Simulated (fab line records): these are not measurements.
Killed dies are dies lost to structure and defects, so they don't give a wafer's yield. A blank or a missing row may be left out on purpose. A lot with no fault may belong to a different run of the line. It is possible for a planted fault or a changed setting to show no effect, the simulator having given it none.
Matching of chambers + flow n5Finfet + N5_BEOL_M10_DESCUM_33 on rieDiel-06 has 4 sister chambers
The step chemistry O2, time 7.9 s. 4 wafers are shown with their chamber, then 8 later ones without.

WAFERS, EACH WITH ITS CHAMBER
| wafer  | chamber | drypumpMotorCurrentA (A) |
|--------|---------|--------------------------|
| L087.2 | 2       | 5.1                      |
| L087.3 | 0       | 6.0                      |
| L090.4 | 1       | 5.7                      |
| L093.1 | 3       | 5.9                      |

WAFERS WHOSE CHAMBER IS MISSING
| wafer  | drypumpMotorCurrentA (A) |
|--------|--------------------------|
| L093.3 | 5.8                      |
| L093.5 | 5.7                      |
| L091.1 | 5.9                      |
| L091.4 | 5.9                      |
| L091.6 | 5.0                      |
| L094.1 | 5.8                      |
| L094.4 | 5.7                      |
| L094.5 | 5.9                      |

EACH ONE'S CHAMBER
| wafer  | from the rows above          | in truth |
|--------|------------------------------|----------|
| L093.3 | can't be placed: 1 or 3 or 0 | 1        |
| L093.5 | 1                            | 1        |
| L091.1 | can't be placed: 3 or 0      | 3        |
| L091.4 | can't be placed: 3 or 0      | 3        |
| L091.6 | 2                            | 2        |
| L094.1 | can't be placed: 1 or 3 or 0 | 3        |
| L094.4 | 1                            | 1        |
| L094.5 | can't be placed: 3 or 0      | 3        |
Correctly placed: 3 of 8. Cannot be placed on the basis of these rows: 5; the candidates contain the true chamber in 5. Wrongly placed: 0.
How it was worked out, from the rows above alone: a wafer's distance from a chamber is the root of the sum, over the readings, of the square of ((its reading less the chamber's mean) divided by the reading's scatter). If the next closest chamber is less than 2 further off than the closest, the wafer can't be placed; otherwise it belongs to the closest. A chamber's mean is the mean of its shown wafers. The scatter: with one shown wafer a chamber, the root of the mean of the squares of how far each hidden wafer lies from its nearest shown one.
